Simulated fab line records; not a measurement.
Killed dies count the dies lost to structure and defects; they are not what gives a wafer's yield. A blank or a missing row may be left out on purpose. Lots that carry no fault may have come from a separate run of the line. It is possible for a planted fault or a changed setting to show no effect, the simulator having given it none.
A lot that was struck, set against a sound lot + flow n5 finfet + 39 out of 1938 route steps
Sound: the wafers L539.1, L539.3, L539.4. Struck: wafer L536.1 (L536.2, L536.5, from the same lot, were not struck and are left out); the cause is given at the end.
Order at every step that has rows: each side's tool, ch and its chambers, its first start. Under that, the readings that differ: sound wafers + struck wafers + difference of the means + sigmas: that difference in standard deviations of wafers without a fault.
alike: same words and numbers on both sides, and readings whose means sit less than 2 such deviations apart. not compared: any withheld reading, any reading some wafer has no value for, any bound like >300 that may hide the same value, and any number with overlapping values for which the record gives no deviation.
The two part at a step that has a row with sigmas, a row that says differs or no value, or rows on one side only. Numbers that have no deviation but don't overlap get no sigmas and don't part them. A reading that every wafer of one side lacks parts them only if that side has two wafers or more.

first, 9 steps without rows for these wafers: N5_MOL_CONTACT_COAG_CVD_140 (deposits W, target thk 66.5 nm, time 215 s); N5_MOL_CONTACT_COAG_PRECLEAN_127 (cleans in DIW, time 57.5 s); N5_MOL_CONTACT_COAG_SRD_128 (dry time 32 s); N5_MOL_CONTACT_COAG_CMP_52 (polishes, stops on SiO2, t overpolish 1.5 s, target thk 66.5 nm); N5_MOL_CONTACT_COAG_ANNEAL_112 (time 1800 s); N5_BEOL_M0_SAQP_PECVD_00 (deposits SiCN from 3MS/NH3, target thk 8 nm, time 14 s); N5_BEOL_M0_SAQP_ILD_DEP_01 (deposits SiOC from DEMS/O2, target thk 45.419 nm, time 8.7 s); N5_BEOL_M0_SAQP_HM_DEP_02 (deposits TiN, target thk 12 nm); N5_BEOL_M0_SAQP_PECVD_03 (deposits SiCN from 3MS/NH3, target thk 12 nm, time 21.1 s).
N5_BEOL_M0_SAQP_PECVD_96: deposits a-Si from SiH4/He, target thk 45 nm, time 45.2 s.
  sound on pecvd-03 ch 1,2, day 10 03:43; struck on pecvd-04 ch 0, day 9 13:03
| reading                                         | sound          | struck | difference | sigmas |
|-------------------------------------------------|----------------|--------|------------|--------|
| heater power w (W)                              | 646 782 649    | 536    | -156       | -2     |
| run length s (s)                                | 81.4 82.1 81.4 | 75.3   | -6.3       | -11    |
| model.a-Si_of_BEOL_M0_SAQP_PECVD_96.thk nm (nm) | 43.6 44.8 45   | 37.6   | -6.9       |        |
  alike: chamber pressure Torr, showerhead plenum p Torr, throttle valve pct
then, 25 steps without rows for these wafers: N5_BEOL_M0_SAQP_PECVD_97 (deposits SiNx from SiH4/NH3/N2, target thk 23 nm, time 19.9 s); N5_BEOL_M0_SAQP_PECVD_04 (deposits a-Si from SiH4/He, target thk 60 nm, time 60.2 s); N5_BEOL_M0_SAQP_HM_DEP_111 (deposits SiO2 from SiH4/N2O, target thk 12 nm, time 7.2 s); N5_BEOL_M0_SAQP_COAT_81 (time 60 s, resist thk 100 nm); N5_BEOL_M0_SAQP_COAT_82 (time 60 s, resist thk 30 nm); N5_BEOL_M0_SAQP_COAT_08 (resist thk 90 nm); N5_BEOL_M0_SAQP_EBR_10; N5_BEOL_M0_SAQP_SOFTBAKE_09 (time 60 s); N5_BEOL_M0_SAQP_EXPOSE_11 (exposes mask M0 CORE, target cd 42 nm); N5_BEOL_M0_SAQP_PEB_12 (peb time 60 s); N5_BEOL_M0_SAQP_DEVELOP_13 (develop time 30 s); N5_BEOL_M0_SAQP_DESCUM_19 (chemistry O2, time 7.9 s); N5_BEOL_M0_SAQP_ETCH_83 (etches SiARC in CF4, target depth 39 nm, time 65 s); N5_BEOL_M0_SAQP_ETCH_84 (etches SOC in N2/H2, target depth 100 nm, overetch 20 nm, time 150 s); N5_BEOL_M0_SAQP_STRIP_80 (strips in N2/H2); N5_BEOL_M0_SAQP_HM_OPEN_112 (chemistry CHF3/O2, target SiO2, stops on a-Si, target depth 12 nm, time 13.5 s); N5_BEOL_M0_SAQP_STRIP_113 (strips in CHF3/O2); N5_BEOL_M0_SAQP_MANDREL_ETCH_20 (etches a-Si in HBr/Cl2, stops on SiNx, target depth 60 nm, bt time 10 s, time 30 s); N5_BEOL_M0_SAQP_STRIP_86 (strips in N2/H2); N5_BEOL_M0_SAQP_STRIP_115 (strips in post etch residue remover, time 60 s); N5_BEOL_M0_SAQP_SRD_93 (time 30 s); N5_BEOL_M0_SAQP_RECESS_114 (chemistry HF/NH3, target SiO2, target depth 14.4 nm, afs cycles 3, sublimation time 60 s); N5_BEOL_M0_SAQP_SPACER1_ALD_98 (deposits SiO2, target thk 12.8 nm, pulse time 1 s, purge time 2 s); N5_BEOL_M0_SAQP_SPACER1_ETCHBACK_99 (etches SiO2 in CHF3/O2, target depth 15.4 nm, time 7.7 s); N5_BEOL_M0_SAQP_MANDREL1_REMOVE_100 (chemistry HBr/Cl2/O2, target a-Si, stops on SiNx, bt time 10 s).
N5_BEOL_M0_SAQP_MANDREL_ETCH_103: etches a-Si in HBr/Cl2, stops on SiCN, target depth 45 nm, bt time 10 s, time 27 s.
  sound on rie si-01 ch 0,1,3, day 10 07:29; struck on rie si-03 ch 1, day 9 15:47
| reading                  | sound             | struck | difference | sigmas |
|--------------------------|-------------------|--------|------------|--------|
| oes product au (a.u.)    | 0.655 0.683 0.680 | 0.600  | -0.073     | -6     |
| rf hours counter h (h)   | 99 88 7           | 168    | +103       |        |
| model.etch.depth nm (nm) | 43.66 44.81 44.96 | 37.66  | -6.82      |        |
  alike: drypump motor current A, throttle valve pct
N5_BEOL_M0_SAQP_SPACER2_ETCHBACK_27: etches SiO2 in CHF3/O2, target depth 22.5 nm, time 11.25 s.
  sound on rie diel-05 ch 0,1,3, day 10 08:53; struck on rie diel-02 ch 0, day 9 17:40
| reading                                         | sound          | struck | difference | sigmas |
|-------------------------------------------------|----------------|--------|------------|--------|
| oes_ar_750_au (a.u.)                            | 0.79 0.70 0.77 | 1.02   | +0.27      | +3     |
| oes product au (a.u.)                           | 0.78 0.69 0.76 | 1.03   | +0.29      | +3     |
| rf hours counter h (h)                          | 112 222 151    | 1      | -161       |        |
| showerhead plenum p Torr (Torr)                 | 2.31 2.47 2.32 | 2.55   | +0.18      | +2     |
| model.a-Si_of_BEOL_M0_SAQP_PECVD_96.thk nm (nm) | 41.6 42.6 42.8 | 35.4   | -6.9       |        |
  alike: drypump motor current A, rf vpp V, throttle valve pct
-- the record jumps here: 2 days lie between the struck wafers' starts before and after (it left off in module BEOL_M0_SAQP and takes up again in module BEOL_M4, whose first step shown is number 1111 of the route) --
N5_BEOL_M4_RC_MEAS_101:
  sound on prober-02 ch 0, day 13 01:28; struck on prober-02 ch 0, day 11 22:49
| reading        | sound             | struck | difference | sigmas |
|----------------|-------------------|--------|------------|--------|
| DIBL_N (mV/V)  | 36.7 35.5 34.5    | 39.2   | +3.6       | +2     |
| DIBL_P (mV/V)  | 36.6 36.0 33.5    | 41.1   | +5.7       | +3     |
| IOFF_N (nA/um) | 0.148 0.147 0.130 | 0.209  | +0.067     | +2     |
| IOFF_P (nA/um) | 0.21 0.20 0.17    | 0.28   | +0.09      | +2     |
| SS_N (mV/dec)  | 70.5 70.5 70.3    | 71.7   | +1.3       | +2     |
  alike: ION_N, ION_P, SS_P, VT_N, VT_P
then, 1 step without rows for these wafers: N5_PASSIVATION_PROBE_49.

## WHERE THEY PART
First at N5_BEOL_M0_SAQP_PECVD_96; last, within this record, at N5_BEOL_M4_RC_MEAS_101.

WHY: whatever the simulator had introduced
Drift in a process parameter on pecvd-04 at N5_BEOL_M0_SAQP_PECVD_96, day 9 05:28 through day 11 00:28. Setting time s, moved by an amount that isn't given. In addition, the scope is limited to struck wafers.
